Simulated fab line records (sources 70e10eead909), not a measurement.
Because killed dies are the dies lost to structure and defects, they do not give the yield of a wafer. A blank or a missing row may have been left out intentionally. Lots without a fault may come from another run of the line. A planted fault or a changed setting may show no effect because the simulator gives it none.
Which tool is to blame? :: flow nand-harc :: 7 lots (21 wafers sampled), 1 step of a 1159-step route

WHAT THE GAUGES SHOWED, per wafer
NHARC_A_BLC_INSPECT_28.
lot: L928
measured: day 17 22:43
on: defect-inspect-02
raw-defect-count: 411 347 508

lot: L931
measured: day 18 14:07
on: defect-inspect-02
raw-defect-count: 297 339 311

lot: L932
measured: day 20 01:01
on: defect-inspect-02
raw-defect-count: 350 275 459

lot: L943
measured: day 21 13:41
on: defect-inspect-02
raw-defect-count: 326 495 406

lot: L945
measured: day 21 19:46
on: defect-inspect-01
raw-defect-count: 293 395 292

lot: L947
measured: day 22 01:54
on: defect-inspect-02
raw-defect-count: 393 457 427

lot: L950
measured: day 24 00:20
on: defect-inspect-02
raw-defect-count: 334 361 379

EACH LOT AND THE TOOL THAT RAN IT (in order: tool; ch and the chambers of the sampled wafers; start)
Record: no process step prior to these readings.

THE ANSWER, worked out from the rows above alone
Rule: usual is defined by the lots themselves. Put in order of their means at a reading, lots are off if they are a third of the lots or fewer, leave a main group of 4 or more, and stand apart from it by a gap of 3 or more times the standard deviation of the main group's means; of several such gaps the widest counts. A main group is skipped when, at the precision printed for the reading in the tables above, its means are all equal. Also off: a lot with no number at a reading for which 4 or more lots have one. Any other lot the step has rows for is counted as sound.
No lot is off on any of the readings shown, so nothing can be concluded from this.

WHAT THE SIMULATOR HAD PUT IN
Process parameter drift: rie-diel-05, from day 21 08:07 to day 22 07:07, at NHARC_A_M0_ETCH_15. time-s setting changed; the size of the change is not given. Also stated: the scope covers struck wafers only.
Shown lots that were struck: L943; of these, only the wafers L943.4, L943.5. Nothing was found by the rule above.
